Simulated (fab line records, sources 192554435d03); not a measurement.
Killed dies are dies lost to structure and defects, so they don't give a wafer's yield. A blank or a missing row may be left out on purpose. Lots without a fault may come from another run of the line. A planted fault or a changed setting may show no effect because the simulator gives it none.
fab line records | flow n5_finfet | part 2 of 2: steps 22 to 32 of 32
record lots=5 wafers=15 last_day=17
route steps=1938 shown SPACER0@260 SD_EPI_N@262
lots that met no fault: from a run of the same line without faults
start_h: hours from the record's first day to the start of the lot's first wafer shown | wait_h: hours since the lot's step before | " the same as in the row above | L1.1+2: a row that stands for several wafers | - no value, or no start given | * or withheld: withheld | < > ~ a bound
route shown NAME@n: a module of which the file shows steps, and the number in the route of the first | usual: mean/standard deviation of fault-free wafers | same: alike in all rows | chamber/n: place in a boat | sites: the reading at each site | _std_site: their standard deviation | _edge_site: outer sites' mean less inner sites' | radius_mm: how far each site lies from the wafer's centre | mask NAME#n: copy n | behind: the tool/chamber that last shaped the wafer | hold: why the lot was held/for how many hours/how that ended | device: the transistor (n, p or np) that didn't switch | end of line: the same wafers' tests at the end of the route | a step without rows: its recipe alone | killed: dies lost to structure and defects at the first sort, not the wafer's yield | map: a wafer's dies, x killed, . not, _ none there
set.NAME: the setting as run; set.NAME@STEP: as run at that earlier step | model.NAME: the simulator's own value behind a step, which no gauge read
lots at some steps of the route; a table a step, a row a wafer
services: from which hour (start_h, from the record's first day; less than 0 if before it) a tool's chamber was out of use, for how many hours, and why
## steps
# step N5_SD_EPI_N_SD_RECESS_17
# recipe chemistry=HBr/Cl2/O2 target_depth_a=410 mask_material=SOC time_s=23.7 bt_time_s=3 pressure_mtorr=10 icp_w=800 bias_w=112 HBr_flow_sccm=150 Cl2_flow_sccm=80 O2_flow_sccm=12
# usual drypump_motor_current_A=5.9/0.33 he_backside_leak_sccm=2.64/0.26 oes_product_au=1.001/0.018 throttle_valve_pct=37.2/0.42
# columns lot.wafer tool chamber start_h wait_h drypump_motor_current_A he_backside_leak_sccm oes_product_au rf_hours_counter_h throttle_valve_pct
L078.1 rie_si-04 1 77.35 0.0 5.9 2.35 0.956 65 37.1
L078.2 " 0 " " 6.5 2.41 1.013 1 37.4
L078.4 " 2 " " 6.0 2.74 1.002 25 37.5
L080.1 rie_si-04 0 86.59 0.0 6.5 2.46 1.008 1 37.4
L080.3 " 1 " " 5.9 2.60 0.959 65 37.1
L080.6 " 3 " " 6.0 2.58 1.011 - 37.1
L081.4 rie_si-03 1 93.76 0.0 5.7 2.76 1.006 6 37.4
L081.5 " 2 " " 5.6 2.50 1.011 - 36.1
L081.6 " 1 " " 5.7 2.84 1.006 - 37.3
L090.4 rie_si-02 0 146.26 0.0 5.7 2.23 0.998 41 37.8
L090.5 " 1 " " 5.8 3.11 0.973 - 36.7
L090.6 " 2 " " 5.2 2.54 1.009 - 37.3
L093.2 rie_si-02 3 166.22 0.0 5.7 2.95 1.014 5 36.6
L093.4 " 1 " " 5.8 3.42 0.985 78 36.7
L093.6 " 2 " " 5.2 2.51 1.008 - 37.3
# step N5_SD_EPI_N_STRIP_38
# recipe chemistry=N2/H2 power_w=1000 temp_c=250 h2_frac=0.65 overash_fraction=0.3 pressure_mtorr=withheld n2_flow_sccm=1750 h2_flow_sccm=3250
# usual drypump_motor_current_A=5.78/0.12 heater_power_w=295/14 oes_product_au=0.759/0.011
# columns lot.wafer tool chamber start_h wait_h drypump_motor_current_A heater_power_w oes_product_au rf_hours_counter_h
L078.1 plasma_asher-01 0 77.45 0.1 5.82 305 0.762 35
L078.2 " 1 " " 5.68 305 0.774 35
L078.4 " 0 " " 5.83 319 0.759 -
L080.1 plasma_asher-02 1 86.69 0.1 5.98 309 0.759 92
L080.3 " 0 " " 5.65 271 0.746 -
L080.6 " 1 " " 5.93 300 0.757 -
L081.4 plasma_asher-02 0 93.88 0.1 5.68 270 0.749 -
L081.5 " 1 " " 5.93 302 0.751 -
L081.6 " 0 " " 5.65 279 0.774 -
L090.4 plasma_asher-02 0 146.38 0.1 5.68 267 0.759 -
L090.5 " 0 " " 5.67 273 0.768 -
L090.6 " 1 " " 5.90 294 0.791 -
L093.2 plasma_asher-02 0 166.32 0.1 5.66 267 0.745 108
L093.4 " 1 " " 5.93 309 0.748 -
L093.6 " 0 " " 5.64 270 0.744 -
# step N5_SD_EPI_N_WET_ETCH_43
# recipe chemistry=dHF dilution=withheld time_s=14 target=SiO2 target_depth_a=15 temp_c=25
# columns lot.wafer tool chamber start_h wait_h
L078.1+2+4 wet_bench-04 5,4,3 77.54 -
L080.1+3+6 wet_bench-04 5,2,6 86.77 -
L081.4+5+6 wet_bench-06 1,7,2 93.95 -
L090.4+5+6 wet_bench-05 0,4,5 146.44 -
L093.2+4+6 wet_bench-05 1,5,4 166.41 -
# step N5_SD_EPI_N_STRIP_18
# recipe chemistry=SPM time_s=750 temp_c=130 h2so4_h2o2_vol_ratio=4
# usual bath_guard_temp_C=130.1/0.51
# columns lot.wafer tool chamber start_h wait_h bath_guard_temp_C
L078.1 wet_bench-04 5 77.54 0.0 130.1
L078.2 " 4 " " 129.4
L078.4 " 3 " " 129.9
L080.1 wet_bench-04 5 86.78 0.0 129.9
L080.3 " 2 " " 129.0
L080.6 " 6 " " 130.0
L081.4 wet_bench-06 1 93.95 0.0 129.8
L081.5 " 7 " " 130.1
L081.6 " 2 " " 129.8
L090.4 wet_bench-05 0 146.45 0.0 129.4
L090.5 " 4 " " 129.5
L090.6 " 5 " " 130.9
L093.2 wet_bench-05 1 166.41 0.0 130.1
L093.4 " 5 " " 131.0
L093.6 " 4 " " 129.6
# step N5_SD_EPI_N_SRD_20
# recipe dry=ipa_marangoni do_ppb=5 time_s=30 temp_c=23 rinse_liquid=diw
# columns lot.wafer tool chamber start_h wait_h
L078.1+2+4 wet_bench-04 5,4,3 77.75 0.0
L080.1+3+6 wet_bench-04 5,2,6 86.99 0.0
L081.4+5+6 wet_bench-06 1,7,2 94.16 0.0
L090.4+5+6 wet_bench-05 0,4,5 146.68 0.0
L093.2+4+6 wet_bench-05 1,5,4 166.64 0.0
# step N5_SD_EPI_N_PRECLEAN_48
# recipe chemistry=NF3:NH3 afs_cycles=2 temp_c=30 time_s=20 sublimation_temp_c=180 sublimation_time_s=60 pressure_torr=3 rf_power_w=30
# columns lot.wafer tool chamber start_h wait_h
L078.1+2+4 epi_rpcvd-03 0 77.80 0.0
L080.1+3+6 epi_rpcvd-03 0 87.04 0.0
L081.4+5+6 epi_rpcvd-02 0 94.53 0.4
L090.4+5+6 epi_rpcvd-01 0 146.91 0.2
L093.2+4+6 epi_rpcvd-03 0 166.77 0.1
# step N5_SD_EPI_N_VAPOR_ETCH_50
# recipe chemistry=HCl target=Si temp_c=775 time_s=54 pressure_torr=20 mode=isotropic
# usual throttle_valve_pct=12.29/0.29
# columns lot.wafer tool chamber start_h wait_h throttle_valve_pct
L078.1 epi_rpcvd-03 0 78.16 0.3 12.42
L078.2 " 0 " " 12.30
L078.4 " 0 " " 12.29
L080.1 epi_rpcvd-03 0 87.52 0.4 12.14
L080.3 " 0 " " 12.18
L080.6 " 0 " " 12.57
L081.4 epi_rpcvd-02 0 95.01 0.4 11.89
L081.5 " 0 " " 11.58
L081.6 " 0 " " 11.99
L090.4 epi_rpcvd-01 0 147.18 0.2 12.38
L090.5 " 0 " " 12.46
L090.6 " 0 " " 12.48
L093.2 epi_rpcvd-03 0 167.21 0.4 12.23
L093.4 " 0 " " 12.31
L093.6 " 0 " " 12.51
# step N5_SD_EPI_N_EPI_21
# recipe material=Si:P dopant=P temp_c=680 pressure_torr=255 time_s=690
# columns lot.wafer tool chamber start_h wait_h
L078.1+2+4 epi_rpcvd-03 0 78.34 0.1
L080.1+3+6 epi_rpcvd-03 0 87.76 0.2
L081.4+5+6 epi_rpcvd-02 0 96.66 1.6
L090.4+5+6 epi_rpcvd-01 0 148.11 0.9
L093.2+4+6 epi_rpcvd-03 0 167.78 0.5
# step N5_SD_EPI_N_EPI_MEAS_23
# recipe mode=xrd
# usual thk_nm=59.2/1.2
# columns lot.wafer tool chamber start_h wait_h thk_nm
L078.1 film_metro-02 - 80.07 1.5 60.1
L078.2 " - " " 60.2
L078.4 " - " " 57.9
L080.1 film_metro-01 - 90.05 1.9 57.2
L080.3 " - " " 58.5
L080.6 " - " " 59.3
L081.4 film_metro-02 - 98.20 1.0 60.2
L081.5 " - " " 59.1
L081.6 " - " " 58.8
L090.4 film_metro-01 - 148.99 0.6 58.5
L090.5 " - " " 58.6
L090.6 " - " " 59.8
L093.2 film_metro-02 - 169.69 1.5 58.1
L093.4 " - " " 58.6
L093.6 " - " " 60.4
# step N5_SD_EPI_N_PRECLEAN_24
# recipe chemistry=O3/DIW time_s=60 temp_c=22 o3_ppm=10
# columns lot.wafer tool chamber start_h wait_h
L078.1+2+4 wet_bench-06 3,4,7 80.11 0.0
L080.1+3+6 wet_bench-06 6,3,7 90.09 0.0
L081.4+5+6 wet_bench-05 1,5,6 98.23 0.0
L090.4+5+6 wet_bench-04 3,0,5 149.02 0.0
L093.2+4+6 wet_bench-05 4,7,0 169.73 0.0
# step N5_SD_EPI_N_SRD_25
# recipe time_s=30 temp_c=23 rinse_liquid=diw dry=ipa_marangoni
# columns lot.wafer tool chamber start_h wait_h
L078.1+2+4 wet_bench-06 3,4,7 80.13 0.0
L080.1+3+6 wet_bench-06 6,3,7 90.11 0.0
L081.4+5+6 wet_bench-05 1,5,6 98.25 0.0
L090.4+5+6 wet_bench-04 3,0,5 149.04 0.0
L093.2+4+6 wet_bench-05 4,7,0 169.75 0.0
## services
# columns tool chamber start_h hours kind
rie_diel-03 0 54.03 - clean
ald_sin-03 2 65.32 6.0 repair
arfi_scanner-02 - 68.11 0.8 pm
rie_si-03 - 81.65 0.4 repair
rie_diel-06 3 81.71 6.0 repair
ald_sin-03 - 85.89 14.0 pm
arfi_scanner-02 - 89.86 1.3 pm
ald_sin-01 - 95.73 5.5 repair
rie_diel-03 - 97.60 2.8 pm
arfi_scanner-02 - 104.63 0.9 repair
arfi_scanner-01 - 119.41 0.8 pm
rie_diel-04 1 120.81 9.9 repair
arfi_scanner-01 - 127.97 3.9 pm
epi_rpcvd-03 - 128.24 2.8 pm
rie_diel-06 3 135.20 - clean
rie_diel-06 3 135.20 - consumable_replace:focus_ring
rie_diel-06 3 135.20 16.4 scheduled_down
rie_diel-06 3 135.20 16.4 vent_cycle
arfi_scanner-02 - 139.29 1.0 pm
arfi_scanner-01 - 146.32 0.4 repair
rie_diel-04 0 148.13 8.1 repair
plasma_asher-02 - 152.51 4.4 repair
arfi_scanner-02 - 154.77 1.0 pm
arfi_scanner-01 - 158.46 1.0 repair
